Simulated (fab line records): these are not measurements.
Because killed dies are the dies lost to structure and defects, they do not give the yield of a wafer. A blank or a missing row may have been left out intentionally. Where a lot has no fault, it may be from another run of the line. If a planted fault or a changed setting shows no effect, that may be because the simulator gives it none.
fab line records	flow n5Finfet	part 2 of 2: steps 22 to 28 of 28
record lots=5	wafers=15	lastDay=18
route steps=1938 shown BEOL_M6@1218
lots untouched by any fault: they come from a run of this same line in which no faults occurred
startH: hours from the record's first day to the start of the lot's first wafer shown	waitH: hours since the lot's step before	" unchanged from the row above	L1.1+2: a single row standing in for several wafers	- no value, or no start was given	* or withheld: withheld	< > ~ a bound
route shown NAME@n: NAME is a module with steps in the file, n the number in the route of the first one	usual: mean and standard deviation over wafers with no fault	same: alike in all rows	chamber/n: place in a boat	sites: readings site by site	_std_site: standard deviation of those values	_edge_site: outer sites' mean less inner sites'	radiusMm: for every site, how far away it sits from the centre of the wafer	mask NAME#n: copy n	behind: the most recent tool/chamber to have shaped the wafer	hold: why the lot went on hold/how many hours it stayed there/how the hold came to an end	device: which transistor (n, p or np) failed to switch	end of line: the tests these same wafers got at the end of their route	where a step has no rows: the recipe by itself	killed: dies lost to structure and defects at the first sort, not the wafer's yield	map: dies across one wafer; x = killed, . = not, _ = none there
set.NAME: the setting as run; set.NAME@STEP: as run at that earlier step	model.NAME: the simulator's own value behind a step, which no gauge read
lots seen at some steps along the route; tables by step, rows by wafer
services: from which hour (startH, from the record's first day; less than 0 if before it) a tool's chamber was out of use, for how many hours, and why
## steps
# step N5_BEOL_M6_TRENCH_ETCH_37
# recipe chemistry=C4F6/O2	targetDepthA=944.35	target=SiCOH_lowk	timeS=31.5	ionEnergyEv=250	pressureMtorr=30	sourceW=345	biasW=185	Ar_flow_sccm=300	C4F6_flow_sccm=10	O2_flow_sccm=10
# usual drypumpMotorCurrentA=5.6/0.52	oes_f_703_au=0.84/0.087	oesProductAu=0.83/0.085	rfVppV=660/12	showerheadPlenumPTorr=2.85/0.11	throttleValvePct=20.82/0.22
lot.wafer	tool	chamber	startH	waitH	drypumpMotorCurrentA	oes_f_703_au	oesProductAu	rfHoursCounterH	rfVppV	showerheadPlenumPTorr	throttleValvePct
L078.1	rieDiel-06	3	-	-	5.3	0.93	0.90	27	659	2.79	20.49
L078.2	"	0	"	"	5.5	0.96	0.93	16	638	3.01	20.72
L078.4	"	2	"	"	5.5	0.83	0.83	70	663	2.86	21.11
L082.3	rieDiel-01	0	-	-	6.0	0.73	0.75	141	651	2.87	21.00
L082.4	"	2	"	"	5.1	0.94	0.92	20	673	2.79	20.41
L082.6	"	1	"	"	6.7	0.90	0.91	-	656	2.78	20.99
L084.2	rieDiel-02	2	-	-	5.4	0.89	0.89	36	668	3.02	20.86
L084.3	"	1	"	"	5.4	0.95	0.96	2	673	3.05	20.73
L084.4	"	0	"	"	5.6	0.72	0.70	215	646	2.69	20.91
L093.2	rieDiel-01	3	-	-	6.1	0.83	0.83	70	656	2.79	21.09
L093.3	"	2	"	"	5.1	0.88	0.87	57	674	2.77	20.46
L093.6	"	2	"	"	5.1	0.88	0.86	-	673	2.77	20.46
L096.1	rieDiel-02	3	-	-	6.5	0.95	0.96	7	663	3.02	20.30
L096.4	"	1	"	"	5.4	0.86	0.88	31	672	3.03	20.79
L096.5	"	2	"	"	5.4	0.84	0.85	-	669	3.00	20.91
# step N5_BEOL_M6_ETCH_41
# recipe chemistry=CH3F/O2	target=SiCN	targetDepthA=297	taperDeg=2	timeS=52	ionEnergyEv=120	maskMaterial=TiN	pressureMtorr=30	sourceW=395	biasW=75	Ar_flow_sccm=150	CH3F_flow_sccm=30	O2_flow_sccm=20
# usual drypumpMotorCurrentA=5.6/0.52	oesProductAu=0.84/0.086	rfVppV=297.2/1.8	showerheadPlenumPTorr=2.00/0.081	throttleValvePct=16.21/0.22
lot.wafer	tool	chamber	startH	waitH	drypumpMotorCurrentA	oesProductAu	rfHoursCounterH	rfVppV	showerheadPlenumPTorr	throttleValvePct
L078.1	rieDiel-06	3	-	-	5.3	0.90	27	296.0	1.96	15.89
L078.2	"	0	"	"	5.5	0.93	16	299.4	2.13	16.10
L078.4	"	2	"	"	5.5	0.83	70	299.0	2.01	16.50
L082.3	rieDiel-01	0	-	-	6.0	0.75	141	298.1	2.01	16.38
L082.4	"	2	"	"	5.2	0.94	20	295.9	1.96	15.81
L082.6	"	1	"	"	6.7	0.91	-	295.6	1.95	16.30
L084.2	rieDiel-02	2	-	-	5.4	0.90	36	299.8	2.13	16.23
L084.3	"	1	"	"	5.4	0.97	2	300.6	2.15	16.05
L084.4	"	0	"	"	5.6	0.70	215	294.8	1.89	16.40
L093.2	rieDiel-01	3	-	-	6.1	0.84	70	297.0	1.96	16.43
L093.3	"	2	"	"	5.1	0.87	57	296.0	1.94	15.86
L093.6	"	2	"	"	5.1	0.86	-	296.1	1.94	15.87
L096.1	rieDiel-02	3	-	-	6.5	0.96	7	300.6	2.13	15.71
L096.4	"	1	"	"	5.4	0.88	31	298.8	2.14	16.11
L096.5	"	2	"	"	5.4	0.85	-	299.0	2.11	16.26
# step N5_BEOL_M6_STRIP_80
# recipe chemistry=N2/H2	timeS=10	powerW=450	tempC=40	pressureMtorr=20	rfFrequencyHz=6e+07	biasPowerW=7	n2FlowSccm=200	h2FlowSccm=200
# usual drypumpMotorCurrentA=5.6/0.52	oesProductAu=0.84/0.086	rfVppV=59.3/0.89	showerheadPlenumPTorr=2.54/0.1	tempC=40.01/0.11	throttleValvePct=23.57/0.21
lot.wafer	tool	chamber	startH	waitH	drypumpMotorCurrentA	oesProductAu	rfHoursCounterH	rfVppV	showerheadPlenumPTorr	tempC	throttleValvePct
L078.1	rieDiel-06	3	-	-	5.3	0.90	27	59.4	2.49	40.04	23.33
L078.2	"	0	"	"	5.6	0.94	16	59.3	2.71	40.23	23.68
L078.4	"	2	"	"	5.5	0.85	70	59.6	2.57	40.00	23.73
L082.3	rieDiel-01	0	-	-	6.0	0.75	141	59.3	2.53	39.90	23.59
L082.4	"	2	"	"	5.1	0.93	20	59.3	2.48	39.98	23.20
L082.6	"	1	"	"	6.7	0.90	-	58.7	2.48	39.95	23.70
L084.2	rieDiel-02	2	-	-	5.4	0.89	36	60.0	2.70	40.18	23.58
L084.3	"	1	"	"	5.4	0.96	2	59.8	2.69	40.07	23.27
L084.4	"	0	"	"	5.6	0.69	215	57.5	2.41	39.84	23.92
L093.2	rieDiel-01	3	-	-	6.1	0.83	70	60.9	2.47	39.96	23.56
L093.3	"	2	"	"	5.1	0.87	57	58.1	2.47	39.91	23.23
L093.6	"	2	"	"	5.1	0.87	-	57.9	2.47	39.99	23.26
L096.1	rieDiel-02	3	-	-	6.5	0.96	7	61.1	2.73	39.98	23.44
L096.4	"	1	"	"	5.4	0.90	31	61.9	2.68	40.07	23.30
L096.5	"	2	"	"	5.4	0.85	-	58.4	2.69	39.81	23.62
# step N5_BEOL_M6_OCD_MEAS_38
# usual trenchDepthNm=94.2/1.6
lot.wafer	tool	chamber	startH	waitH	trenchDepthNm
L078.1	ocd-02	-	212.70	-	95.9
L078.2	"	-	"	"	94.3
L078.4	"	-	"	"	95.3
L082.3	ocd-01	-	242.04	-	90.0
L082.4	"	-	"	"	94.5
L082.6	"	-	"	"	96.8
L084.2	ocd-01	-	254.51	-	93.0
L084.3	"	-	"	"	91.5
L084.4	"	-	"	"	92.7
L093.2	ocd-02	-	336.42	-	96.3
L093.3	"	-	"	"	94.2
L093.6	"	-	"	"	94.5
L096.1	ocd-02	-	340.35	-	95.6
L096.4	"	-	"	"	92.2
L096.5	"	-	"	"	94.0
# step N5_BEOL_M6_HM_STRIP_39
# recipe chemistry=peroxideTinStrip	material=TiN	targetDepthA=250	tempC=50	timeS=158
# usual tempC=50.00/0.13
lot.wafer	tool	chamber	startH	waitH	tempC
L078.1	wetBench-05	1	212.74	0.0	50.21
L078.2	"	5	"	"	50.16
L078.4	"	2	"	"	50.04
L082.3	wetBench-05	6	242.07	0.0	49.89
L082.4	"	4	"	"	49.99
L082.6	"	3	"	"	50.05
L084.2	wetBench-02	6	254.54	0.0	50.04
L084.3	"	7	"	"	50.20
L084.4	"	4	"	"	50.09
L093.2	wetBench-03	2	336.46	0.0	50.05
L093.3	"	4	"	"	50.13
L093.6	"	6	"	"	50.07
L096.1	wetBench-03	1	340.38	0.0	49.92
L096.4	"	5	"	"	50.00
L096.5	"	6	"	"	50.05
# step N5_BEOL_M6_SRD_40
# recipe timeS=30	tempC=23	rinseLiquid=diw	dry=ipaMarangoni
# usual tempC=23.01/0.1
lot.wafer	tool	chamber	startH	waitH	tempC
L078.1	wetBench-05	1	212.78	0.0	23.12
L078.2	"	5	"	"	22.94
L078.4	"	2	"	"	23.00
L082.3	wetBench-05	6	242.12	0.0	22.90
L082.4	"	4	"	"	22.95
L082.6	"	3	"	"	23.17
L084.2	wetBench-02	6	254.58	0.0	22.96
L084.3	"	7	"	"	22.94
L084.4	"	4	"	"	23.06
L093.2	wetBench-03	2	336.50	0.0	23.07
L093.3	"	4	"	"	22.97
L093.6	"	6	"	"	23.07
L096.1	wetBench-03	1	340.43	0.0	22.90
L096.4	"	5	"	"	22.99
L096.5	"	6	"	"	23.00
# step N5_BEOL_M6_PRECLEAN_42
# recipe chemistry=residueRemover	timeS=60	tempC=40
# usual tempC=40.00/0.12
lot.wafer	tool	chamber	startH	waitH	tempC
L078.1	wetBench-05	1	212.80	0.0	39.90
L078.2	"	5	"	"	40.17
L078.4	"	2	"	"	39.96
L082.3	wetBench-05	6	242.14	0.0	39.99
L082.4	"	4	"	"	39.95
L082.6	"	3	"	"	40.06
L084.2	wetBench-02	6	254.60	0.0	39.99
L084.3	"	7	"	"	40.14
L084.4	"	4	"	"	39.93
L093.2	wetBench-03	2	336.52	0.0	39.82
L093.3	"	4	"	"	40.02
L093.6	"	6	"	"	39.97
L096.1	wetBench-03	1	340.45	0.0	40.03
L096.4	"	5	"	"	40.04
L096.5	"	6	"	"	40.07
## services
tool	chamber	startH	hours	kind
euvScanner-01	-	207.90	1.0	pm
rieDiel-02	1	209.60	1.2	repair
rieDiel-06	2	212.80	6.6	repair
rieDiel-02	1	219.98	-	clean
rieDiel-02	1	219.98	-	consumableReplace:focusRing
rieDiel-02	1	219.98	-	consumableReplace:showerhead
rieDiel-02	1	219.98	28.3	scheduledDown
rieDiel-02	1	219.98	28.3	ventCycle
rieDiel-01	0	231.78	6.0	repair
rieDiel-02	0	262.90	4.5	repair
euvScanner-01	-	264.05	1.0	pm
euvScanner-01	-	277.59	4.6	pm
rieDiel-02	3	287.94	-	clean
rieDiel-02	3	287.94	-	consumableReplace:focusRing
rieDiel-02	3	287.94	-	consumableReplace:showerhead
rieDiel-02	3	287.94	28.8	scheduledDown
rieDiel-02	3	287.94	28.8	ventCycle
euvScanner-01	-	288.82	0.5	repair
euvScanner-01	-	301.69	1.3	repair
euvScanner-01	-	316.86	0.9	repair
euvScanner-01	-	320.20	1.0	pm
rieDiel-06	0	323.70	2.2	repair
euvScanner-01	-	326.58	0.6	repair
